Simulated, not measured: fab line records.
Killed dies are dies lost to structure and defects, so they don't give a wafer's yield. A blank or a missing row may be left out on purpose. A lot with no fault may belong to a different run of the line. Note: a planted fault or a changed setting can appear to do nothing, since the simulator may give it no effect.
Which tool is to blame? ; flow nand harc ; 11 lots with 33 wafers sampled at 6 steps, on a route of 1302 steps

== WHAT THE GAUGES SHOWED, per wafer ==
NHARC_P_CONTACT_OVL_MEAS_13. Usual: overlay x nm 0.0 nm, standard deviation 0.87; overlay y nm -0.1 nm, standard deviation 0.71.
lot;measured;on;overlay x nm (nm);overlay y nm (nm);flag
L818;day 6 07:31;overlay-01;-1.0 -0.6 -1.2;0.6 0.7 -0.1;
L823;day 8 04:54;overlay-02;0.7 0.6 1.2;0.0 -0.3 0.2;
L825;day 8 17:36;overlay-01;0.2 0.0 -0.4;-0.9 -0.6 -0.3;
L827;day 9 15:53;overlay-02;-0.5 -0.2 -0.5;-1.2 -1.3 -1.0;
L828;day 10 10:04;overlay-01;0.7 -0.2 0.4;0.0 0.5 -0.2;
L829;day 10 16:52;overlay-01;-0.7 -0.1 -0.8;-0.7 -0.5 -0.4;
L830;day 10 17:19;overlay-01;-0.3 0.2 0.2;-0.5 -0.2 0.2;
L831;day 11 19:24;overlay-02;-0.3 0.4 -0.2;-0.1 0.3 -0.5;
L836;day 13 23:17;overlay-01;2.1 2.3 2.4;-0.1 0.6 -0.3;
L837;day 14 03:26;overlay-02;0.5 0.6 0.4;0.7 0.9 1.6;
L839;day 14 22:08;overlay-01;1.2 1.1 1.3;-0.6 -0.4 -1.2;

NHARC_P_M0_CD_MEAS_09: the cd target is 90 nm. Usual: cd nm reads 90.0 nm (standard deviation 0.92).
lot;measured;on;cd nm (nm);flag
L818;day 6 11:36;cd sem-03;91.1 90.2 90.8;
L823;day 8 08:59;cd sem-03;91.0 90.3 91.6;
L825;day 8 21:58;cd sem-01;91.7 90.9 91.6;
L827;day 9 19:59;cd sem-01;92.2 91.8 90.8;
L828;day 10 14:26;cd sem-02;89.8 90.7 89.8;
L829;day 10 20:59;cd sem-03;89.9 90.3 90.7;
L830;day 10 21:24;cd sem-01;89.2 88.4 88.7;
L831;day 11 23:29;cd sem-02;91.5 90.4 90.3;
L836;day 14 03:32;cd sem-01;99.9 99.7 100.3;OFF
L837;day 14 07:50;cd sem-02;101.3 100.6 100.0;OFF
L839;day 15 02:31;cd sem-03;91.2 90.6 90.6;

NHARC_END_SORT_01. Usual: defect limited yield 92.3 %, standard deviation 2.7; killed at array 47, standard deviation 18; killed at other 0.9, standard deviation 1.1; killed at periphery 4, standard deviation 3.1; killed dies 52, standard deviation 18; killed open 3.1, standard deviation 1.5; killed short 2.4, standard deviation 1.5; sort_bin_2_pct 2.7 %, standard deviation 1.2; sort_bin_3_pct 0.6 %, standard deviation 0.38; sort_bin_4_pct 4.5 %, standard deviation 1.5; sort n pass 625, standard deviation 18; sort rim yield pct 89 %, standard deviation 4.5; sort yield pct 92.3 %, standard deviation 2.7.
lot;measured;on;defect limited yield (%);killed at array;killed at other;killed at periphery;killed dies;killed open;killed short;sort_bin_2_pct (%);sort_bin_3_pct (%);sort_bin_4_pct (%);sort n pass;sort rim yield pct (%);sort yield pct (%);flag
L827;day 28 05:59;prober-02;94.8 95.0;28 30;3 1;4 3;35 34;4 2;1 1;1.5 2.1;0.4 0.4;3.2 2.5;642 643;95 89;94.8 95.0;

== WHICH TOOL RAN EACH LOT (tool, then ch and the chambers of the sampled wafers, then the start) ==
lot;NHARC_P_CONTACT_ETCH_35;NHARC_P_CONTACT_CVD_23;NHARC_P_M0_PEB_07
L818;rie diel-07 ch 0,2,3, day 6 07:43;cvd w-01 ch 1, day 6 11:31 or earlier;litho track-04 ch 0, day 6 11:31
L823;rie diel-11 ch 0,3, day 8 05:05;cvd w-02 ch 0,1, day 8 08:54 or earlier;litho track-01 ch 0, day 8 08:54
L825;rie diel-07 ch 0,1,3, day 8 17:48;cvd w-02 ch 0,1, day 8 21:53 or earlier;litho track-04 ch 0, day 8 21:53
L827;rie diel-08 ch 0,3, day 9 16:04;cvd w-02 ch 0,1, day 9 19:54 or earlier;litho track-01 ch 0, day 9 19:54
L828;rie diel-11 ch 0,2, day 10 10:17;cvd w-01 ch 0,1, day 10 14:22 or earlier;litho track-06 ch 0, day 10 14:22
L829;rie diel-07 ch 1,2, day 10 17:02;cvd w-02 ch 0, day 10 20:54 or earlier;litho track-04 ch 0, day 10 20:54
L830;rie diel-08 ch 0,2, day 10 17:31;cvd w-01 ch 0,1, day 10 21:19 or earlier;litho track-06 ch 0, day 10 21:19
L831;rie diel-07 ch 0,1,3, day 11 19:35;cvd w-02 ch 0,1, day 11 23:24 or earlier;litho track-04 ch 0, day 11 23:24
L836;rie diel-07 ch 0,2,3, day 13 23:29;cvd w-02 ch 0,1, day 14 03:28 or earlier;litho track-06 ch 0, day 14 03:28
L837;rie diel-11 ch 0,2, day 14 03:38;cvd w-01 ch 0,1, day 14 07:45 or earlier;litho track-06 ch 0, day 14 07:45
L839;rie diel-11 ch 0,3, day 14 22:20;cvd w-01 ch 0,1, day 15 02:26 or earlier;litho track-04 ch 0, day 15 02:26
- NHARC_P_CONTACT_ETCH_35: etches the open film in CF4, target depth 39 nm, time 65 s.
- NHARC_P_CONTACT_CVD_23: deposits W, target thk 200 nm, time 557 s.
- NHARC_P_M0_PEB_07: peb time 65 s.

== AS READ BY THE TOOLS THEMSELVES (means over the sampled wafers that have a number; for cases with no such wafer, the mark the record gives instead) ==
NHARC_P_CONTACT_ETCH_35. Usual: bias w 100.0 W, standard deviation 0.32; drypump motor current A 5.86 A, standard deviation 0.29; oes product au 1.000 a.u., standard deviation 0.014; rf vpp V 151.4 V, standard deviation 1.4; showerhead plenum p Torr 1.79 Torr, standard deviation 0.085; throttle valve pct 13.283 %, standard deviation 0.0093.
lot;tool;bias w (W);drypump motor current A (A);oes product au (a.u.);rf vpp V (V);showerhead plenum p Torr (Torr);throttle valve pct (%);flag
L818;rie diel-07;100.0;5.94;1.004;151.5;1.81;13.271;
L823;rie diel-11;100.1;5.69;0.997;152.6;1.89;13.285;
L825;rie diel-07;99.8;6.01;1.002;151.4;1.81;13.282;
L827;rie diel-08;100.5;5.64;1.026;152.0;1.80;13.296;
L828;rie diel-11;100.1;5.71;0.993;150.6;1.74;13.277;
L829;rie diel-07;99.9;5.76;0.995;150.4;1.71;13.282;
L830;rie diel-08;100.5;5.82;0.989;151.7;1.77;13.277;
L831;rie diel-07;100.1;6.02;1.007;151.6;1.81;13.285;
L836;rie diel-07;99.6;5.93;1.007;151.8;1.81;13.277;
L837;rie diel-11;100.0;5.56;0.998;151.5;1.81;13.284;
L839;rie diel-11;99.7;5.67;0.998;153.4;1.89;13.281;

NHARC_P_CONTACT_CVD_23. Usual: chamber pressure Torr 39.97 Torr, standard deviation 0.098; heater power w 480 W, standard deviation 50; throttle valve pct 8.08 %, standard deviation 0.29.
lot;tool;chamber pressure Torr (Torr);heater power w (W);throttle valve pct (%);flag
L818;cvd w-01;39.86;383;8.53;
L823;cvd w-02;40.00;522;8.02;
L825;cvd w-02;40.01;509;8.10;
L827;cvd w-02;39.92;519;8.18;
L828;cvd w-01;39.80;460;7.97;
L829;cvd w-02;39.91;522;7.85;
L830;cvd w-01;39.95;429;8.13;
L831;cvd w-02;40.01;510;8.17;
L836;cvd w-02;40.01;515;7.85;
L837;cvd w-01;39.94;467;8.14;
L839;cvd w-01;40.00;432;8.02;

NHARC_P_M0_PEB_07. Usual: heater power total W 156.5 W, standard deviation 0.43; plate temp C 100.02 C, standard deviation 0.13.
lot;tool;heater power total W (W);plate temp C (C);flag
L818;litho track-04;157.0;100.08;
L823;litho track-01;156.3;99.97;
L825;litho track-04;156.5;100.00;
L827;litho track-01;156.6;99.88;
L828;litho track-06;156.4;100.08;
L829;litho track-04;156.8;100.05;
L830;litho track-06;156.1;100.21;
L831;litho track-04;156.2;99.85;
L836;litho track-06;163.7;103.21;OFF
L837;litho track-06;163.4;103.19;OFF
L839;litho track-04;156.4;99.93;

== THE ANSWER, worked out from the rows above alone ==
Rule: lot off if the mean of its wafers having a number is beyond 3 standard deviations from the usual mean. Also off: a lot with no number at a reading for which 4 or more lots have one. All remaining lots with rows at the step are treated as sound. The gauges are gone through in route order, then the tools' own readings, and for those a lot's mean is taken as printed above. The first step at which some lot is off is used, and at that step the reading that is off furthest; a lot without a number counts as furthest.
Off, at NHARC_P_M0_CD_MEAS_09 on cd nm: L836, L837.
If a tool, at a process step before that reading, ran all the lots that are off and no sound lot after the first of them, it fits. The gauges at NHARC_P_M0_CD_MEAS_09 aren't tried: what is off there is off at NHARC_P_M0_PEB_07 too, on other tools, and a gauge's error can't cause that. Because NHARC_P_CONTACT_CVD_23 lacks a start for some lots, the hours and order of its lots are taken from NHARC_P_M0_PEB_07. One fits: litho track-06 at NHARC_P_M0_PEB_07. A fault onset in the window from L830 (day 10 21:19, its last sound lot) to L836 (day 14 03:28, its first lot off) fits.
The tool's own readings at NHARC_P_M0_PEB_07 bear it out: on the lots that are off they differ by more than 5 times the standard deviation of the sound lots' means. heater power total W reads 163.6 W there against 156.5 W on the sound lots; plate temp C reads 103.20 C there against 100.01 C on the sound lots.

== WHAT THE SIMULATOR HAD INSERTED ==
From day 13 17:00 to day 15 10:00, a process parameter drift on litho track-06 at NHARC_P_M0_PEB_07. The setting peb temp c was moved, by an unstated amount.
Shown lots that were struck: L836, L837. The rule above reached the same finding.
